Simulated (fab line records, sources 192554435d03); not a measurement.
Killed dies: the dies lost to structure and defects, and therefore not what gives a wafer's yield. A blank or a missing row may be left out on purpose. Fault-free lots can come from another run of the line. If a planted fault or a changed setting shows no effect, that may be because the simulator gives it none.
Matching of chambers || flow n5 finfet || N5_PMOS_HMC_CHANNEL_EPI_DESCUM_14 on rie diel-05: 4 sister chambers
The step chemistry O2, time 7.9 s. 18 wafers are shown with their chamber, then 9 later ones without.

== WAFERS WITH THEIR CHAMBER ==
{"wafer": "L077.2", "chamber": 0, "drypump motor current A (A)": 5.4, "showerhead plenum p Torr (Torr)": 1.98, "throttle valve pct (%)": 20.41}
{"wafer": "L077.5", "chamber": 1, "drypump motor current A (A)": 6.3, "showerhead plenum p Torr (Torr)": 2.10, "throttle valve pct (%)": 20.72}
{"wafer": "L077.6", "chamber": 0, "drypump motor current A (A)": 5.4, "showerhead plenum p Torr (Torr)": 1.98, "throttle valve pct (%)": 20.43}
{"wafer": "L078.3", "chamber": 2, "drypump motor current A (A)": 5.5, "showerhead plenum p Torr (Torr)": 2.04, "throttle valve pct (%)": 20.45}
{"wafer": "L078.4", "chamber": 1, "drypump motor current A (A)": 6.3, "showerhead plenum p Torr (Torr)": 2.10, "throttle valve pct (%)": 20.72}
{"wafer": "L078.6", "chamber": 0, "drypump motor current A (A)": 5.4, "showerhead plenum p Torr (Torr)": 1.98, "throttle valve pct (%)": 20.43}
{"wafer": "L080.2", "chamber": 3, "drypump motor current A (A)": 5.9, "showerhead plenum p Torr (Torr)": 2.23, "throttle valve pct (%)": 20.21}
{"wafer": "L080.5", "chamber": 2, "drypump motor current A (A)": 5.5, "showerhead plenum p Torr (Torr)": 2.04, "throttle valve pct (%)": 20.46}
{"wafer": "L080.6", "chamber": 3, "drypump motor current A (A)": 5.9, "showerhead plenum p Torr (Torr)": 2.23, "throttle valve pct (%)": 20.21}
{"wafer": "L087.1", "chamber": 2, "drypump motor current A (A)": 5.5, "showerhead plenum p Torr (Torr)": 2.03, "throttle valve pct (%)": 20.49}
{"wafer": "L087.3", "chamber": 1, "drypump motor current A (A)": 6.3, "showerhead plenum p Torr (Torr)": 2.09, "throttle valve pct (%)": 20.74}
{"wafer": "L087.6", "chamber": 3, "drypump motor current A (A)": 5.9, "showerhead plenum p Torr (Torr)": 2.23, "throttle valve pct (%)": 20.23}
{"wafer": "L091.1", "chamber": 3, "drypump motor current A (A)": 5.9, "showerhead plenum p Torr (Torr)": 2.23, "throttle valve pct (%)": 20.28}
{"wafer": "L091.2", "chamber": 0, "drypump motor current A (A)": 5.4, "showerhead plenum p Torr (Torr)": 1.98, "throttle valve pct (%)": 20.45}
{"wafer": "L091.3", "chamber": 1, "drypump motor current A (A)": 6.3, "showerhead plenum p Torr (Torr)": 2.09, "throttle valve pct (%)": 20.74}
{"wafer": "L092.1", "chamber": 0, "drypump motor current A (A)": 5.4, "showerhead plenum p Torr (Torr)": 1.98, "throttle valve pct (%)": 20.45}
{"wafer": "L092.4", "chamber": 1, "drypump motor current A (A)": 6.3, "showerhead plenum p Torr (Torr)": 2.09, "throttle valve pct (%)": 20.74}
{"wafer": "L092.6", "chamber": 0, "drypump motor current A (A)": 5.3, "showerhead plenum p Torr (Torr)": 1.98, "throttle valve pct (%)": 20.47}

SIGNATURES, as means of the wafers listed above
{"reading": "drypump motor current A", "chamber 0": 5.383, "chamber 1": 6.300, "chamber 2": 5.500, "chamber 3": 5.900, "scatter within a chamber": 0.0244}
{"reading": "showerhead plenum p Torr", "chamber 0": 1.9800, "chamber 1": 2.0940, "chamber 2": 2.0367, "chamber 3": 2.2300, "scatter within a chamber": 0.00365}
{"reading": "throttle valve pct", "chamber 0": 20.4400, "chamber 1": 20.7320, "chamber 2": 20.4667, "chamber 3": 20.2325, "scatter within a chamber": 0.0221}
Rule: distance of a wafer from a chamber = root of the sum over the readings of ((wafer's reading minus chamber's mean) / reading's scatter) squared. If the next closest chamber is less than 2 further off than the closest, the wafer can't be placed; otherwise it belongs to the closest. The scatter: the root of (the sum of the squares of (reading less its chamber's mean) over the shown wafers, divided by (wafers less chambers)).

== WAFERS WITHOUT THEIR CHAMBER ==
{"wafer": "L094.1", "drypump motor current A (A)": 5.9, "showerhead plenum p Torr (Torr)": 2.23, "throttle valve pct (%)": 20.27}
{"wafer": "L094.5", "drypump motor current A (A)": 5.3, "showerhead plenum p Torr (Torr)": 1.98, "throttle valve pct (%)": 20.46}
{"wafer": "L094.6", "drypump motor current A (A)": 5.9, "showerhead plenum p Torr (Torr)": 2.23, "throttle valve pct (%)": 20.24}
{"wafer": "L096.1", "drypump motor current A (A)": 5.9, "showerhead plenum p Torr (Torr)": 2.22, "throttle valve pct (%)": 20.26}
{"wafer": "L096.2", "drypump motor current A (A)": 5.4, "showerhead plenum p Torr (Torr)": 1.97, "throttle valve pct (%)": 20.46}
{"wafer": "L096.4", "drypump motor current A (A)": 5.5, "showerhead plenum p Torr (Torr)": 2.03, "throttle valve pct (%)": 20.50}
{"wafer": "L097.2", "drypump motor current A (A)": 5.4, "showerhead plenum p Torr (Torr)": 1.97, "throttle valve pct (%)": 20.47}
{"wafer": "L097.3", "drypump motor current A (A)": 5.9, "showerhead plenum p Torr (Torr)": 2.22, "throttle valve pct (%)": 20.26}
{"wafer": "L097.5", "drypump motor current A (A)": 6.3, "showerhead plenum p Torr (Torr)": 2.09, "throttle valve pct (%)": 20.77}

== CHAMBER TAKEN BY EACH ==
{"wafer": "L094.1", "from the rows above": 3, "in truth": 3}
{"wafer": "L094.5", "from the rows above": 0, "in truth": 0}
{"wafer": "L094.6", "from the rows above": 3, "in truth": 3}
{"wafer": "L096.1", "from the rows above": 3, "in truth": 3}
{"wafer": "L096.2", "from the rows above": 0, "in truth": 0}
{"wafer": "L096.4", "from the rows above": 2, "in truth": 2}
{"wafer": "L097.2", "from the rows above": 0, "in truth": 0}
{"wafer": "L097.3", "from the rows above": 3, "in truth": 3}
{"wafer": "L097.5", "from the rows above": 1, "in truth": 1}
Correct placement for 9 of the 9. From these rows, 0 cannot be placed. Number placed wrongly: 0.
